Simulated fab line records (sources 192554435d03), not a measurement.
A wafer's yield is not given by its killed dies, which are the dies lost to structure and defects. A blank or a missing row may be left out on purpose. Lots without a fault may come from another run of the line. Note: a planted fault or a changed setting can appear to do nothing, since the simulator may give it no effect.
Chamber matching || flow n5-finfet || 3 sister chambers for N5_BEOL_M6_DEP_56 on pecvd-04
The step deposits SiCN from 3MS/NH3, target thk 10 nm, time 17.5 s. 3 wafers are shown with their chamber, then 12 later ones without.

## WAFERS WITH THEIR CHAMBER
{"wafer": "L082.6", "chamber": 0, "showerhead-plenum-p-Torr (Torr)": 3.642}
{"wafer": "L088.4", "chamber": 2, "showerhead-plenum-p-Torr (Torr)": 3.651}
{"wafer": "L088.5", "chamber": 1, "showerhead-plenum-p-Torr (Torr)": 3.691}

## WAFERS WHOSE CHAMBER IS MISSING
{"wafer": "L087.3", "showerhead-plenum-p-Torr (Torr)": 3.649}
{"wafer": "L087.4", "showerhead-plenum-p-Torr (Torr)": 3.656}
{"wafer": "L087.5", "showerhead-plenum-p-Torr (Torr)": 3.650}
{"wafer": "L095.1", "showerhead-plenum-p-Torr (Torr)": 3.647}
{"wafer": "L095.3", "showerhead-plenum-p-Torr (Torr)": 3.652}
{"wafer": "L095.6", "showerhead-plenum-p-Torr (Torr)": 3.686}
{"wafer": "L097.1", "showerhead-plenum-p-Torr (Torr)": 3.653}
{"wafer": "L097.4", "showerhead-plenum-p-Torr (Torr)": 3.643}
{"wafer": "L097.6", "showerhead-plenum-p-Torr (Torr)": 3.634}
{"wafer": "L096.2", "showerhead-plenum-p-Torr (Torr)": 3.656}
{"wafer": "L096.5", "showerhead-plenum-p-Torr (Torr)": 3.645}
{"wafer": "L096.6", "showerhead-plenum-p-Torr (Torr)": 3.646}

## THE CHAMBER EACH PASSED THROUGH
{"wafer": "L087.3", "from the rows above": "can't be placed: 2 or 0", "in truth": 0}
{"wafer": "L087.4", "from the rows above": 2, "in truth": 2}
{"wafer": "L087.5", "from the rows above": "can't be placed: 2 or 0", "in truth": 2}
{"wafer": "L095.1", "from the rows above": "can't be placed: 2 or 0", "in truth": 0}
{"wafer": "L095.3", "from the rows above": 2, "in truth": 2}
{"wafer": "L095.6", "from the rows above": 1, "in truth": 1}
{"wafer": "L097.1", "from the rows above": 2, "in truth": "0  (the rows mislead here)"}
{"wafer": "L097.4", "from the rows above": "can't be placed: 0 or 2", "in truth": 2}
{"wafer": "L097.6", "from the rows above": 0, "in truth": 0}
{"wafer": "L096.2", "from the rows above": 2, "in truth": 2}
{"wafer": "L096.5", "from the rows above": "can't be placed: 0 or 2", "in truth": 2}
{"wafer": "L096.6", "from the rows above": "can't be placed: 0 or 2", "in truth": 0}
Correct placement for 5 of the 12. Cannot be placed on the basis of these rows: 6; the candidates contain the true chamber in 6. Wrongly placed: 1.
How it was worked out, from the rows above alone: a wafer's distance from a chamber is the root of the sum, over the readings, of the square of ((its reading less the chamber's mean) divided by the reading's scatter). The wafer belongs to the nearest chamber; if the next one is less than 2 further off, it can't be placed. A chamber's mean is the mean of its shown wafers. The scatter (one wafer shown for each chamber): square how far every hidden wafer sits from the nearest shown wafer, average those squares and take the square root.
